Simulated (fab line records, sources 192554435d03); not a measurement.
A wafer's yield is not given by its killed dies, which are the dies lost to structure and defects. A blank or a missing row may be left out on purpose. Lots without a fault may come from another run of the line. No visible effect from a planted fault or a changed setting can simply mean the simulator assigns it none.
Matching of chambers || flow n5Finfet || rieDiel-04 running N5_BEOL_M8_STRIP_36: 4 sister chambers
The step strips in N2/H2. 4 wafers are shown with their chamber, then 9 later ones without.

== EACH WAFER AND ITS CHAMBER ==
{"wafer": "L081.3", "chamber": 1, "showerheadPlenumPTorr (Torr)": 2.60}
{"wafer": "L080.1", "chamber": 2, "showerheadPlenumPTorr (Torr)": 2.45}
{"wafer": "L080.3", "chamber": 0, "showerheadPlenumPTorr (Torr)": 2.70}
{"wafer": "L080.6", "chamber": 3, "showerheadPlenumPTorr (Torr)": 2.53}

== WAFERS WHOSE CHAMBER IS MISSING ==
{"wafer": "L087.3", "showerheadPlenumPTorr (Torr)": 2.52}
{"wafer": "L087.5", "showerheadPlenumPTorr (Torr)": 2.52}
{"wafer": "L087.6", "showerheadPlenumPTorr (Torr)": 2.69}
{"wafer": "L090.2", "showerheadPlenumPTorr (Torr)": 2.45}
{"wafer": "L090.3", "showerheadPlenumPTorr (Torr)": 2.52}
{"wafer": "L090.4", "showerheadPlenumPTorr (Torr)": 2.45}
{"wafer": "L097.1", "showerheadPlenumPTorr (Torr)": 2.68}
{"wafer": "L097.2", "showerheadPlenumPTorr (Torr)": 2.51}
{"wafer": "L097.3", "showerheadPlenumPTorr (Torr)": 2.58}

== WHICH CHAMBER EACH WENT THROUGH ==
{"wafer": "L087.3", "from the rows above": 3, "in truth": 3}
{"wafer": "L087.5", "from the rows above": 3, "in truth": 3}
{"wafer": "L087.6", "from the rows above": 0, "in truth": 0}
{"wafer": "L090.2", "from the rows above": 2, "in truth": 2}
{"wafer": "L090.3", "from the rows above": 3, "in truth": 3}
{"wafer": "L090.4", "from the rows above": 2, "in truth": 2}
{"wafer": "L097.1", "from the rows above": 0, "in truth": 0}
{"wafer": "L097.2", "from the rows above": 3, "in truth": 3}
{"wafer": "L097.3", "from the rows above": 1, "in truth": 1}
Placed correctly: 9 of 9. Number that these rows cannot place: 0. Wrongly placed: 0.
How it was worked out, from the rows above alone: a wafer's distance from a chamber is the root of the sum, over the readings, of the square of ((its reading less the chamber's mean) divided by the reading's scatter). The wafer belongs to the nearest chamber; if the next one is less than 2 further off, it can't be placed. A chamber's mean is the mean of its shown wafers. The scatter: with one shown wafer a chamber, the root of the mean of the squares of how far each hidden wafer lies from its nearest shown one.
